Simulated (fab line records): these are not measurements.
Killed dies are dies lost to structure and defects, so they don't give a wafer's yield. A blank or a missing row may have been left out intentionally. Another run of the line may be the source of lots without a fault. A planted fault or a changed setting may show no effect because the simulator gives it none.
Chamber matching ; flow nand-harc ; rie-diel-02 running NHARC_A_ZERO_WELL_ETCH_19: 4 sister chambers
The step etches the open film in N2/H2, target depth 80 nm, overetch 24 nm, time 87.88 s. 4 wafers are shown with their chamber, then 12 later ones without.

## WAFERS, EACH WITH ITS CHAMBER
wafer;chamber;drypump-motor-current-A (A)
L091.2;3;6.09
L091.4;2;5.95
L092.4;1;5.78
L092.6;0;6.00

## WAFERS MISSING THEIR CHAMBER
wafer;drypump-motor-current-A (A)
L093.1;6.01
L093.2;6.11
L093.5;6.00
L094.1;6.01
L094.2;6.11
L094.3;5.96
L095.1;5.96
L095.2;5.95
L095.6;5.77
L096.1;5.81
L096.4;6.10
L096.6;6.09

## EACH ONE'S CHAMBER
wafer;from the rows above;in truth
L093.1;0;0
L093.2;3;3
L093.5;0;0
L094.1;0;0
L094.2;3;3
L094.3;2;2
L095.1;2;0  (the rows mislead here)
L095.2;2;2
L095.6;1;1
L096.1;1;1
L096.4;3;3
L096.6;3;3
Placed correctly: 11 of 12. Number that these rows cannot place: 0. 1 placed wrongly.
How it was worked out, from the rows above alone: a wafer's distance from a chamber is the root of the sum, over the readings, of the square of ((its reading less the chamber's mean) divided by the reading's scatter). If the next closest chamber is less than 2 further off than the closest, the wafer can't be placed; otherwise it belongs to the closest. A chamber's mean is the mean of its shown wafers. The scatter (one wafer shown for each chamber): square how far every hidden wafer sits from the nearest shown wafer, average those squares and take the square root.
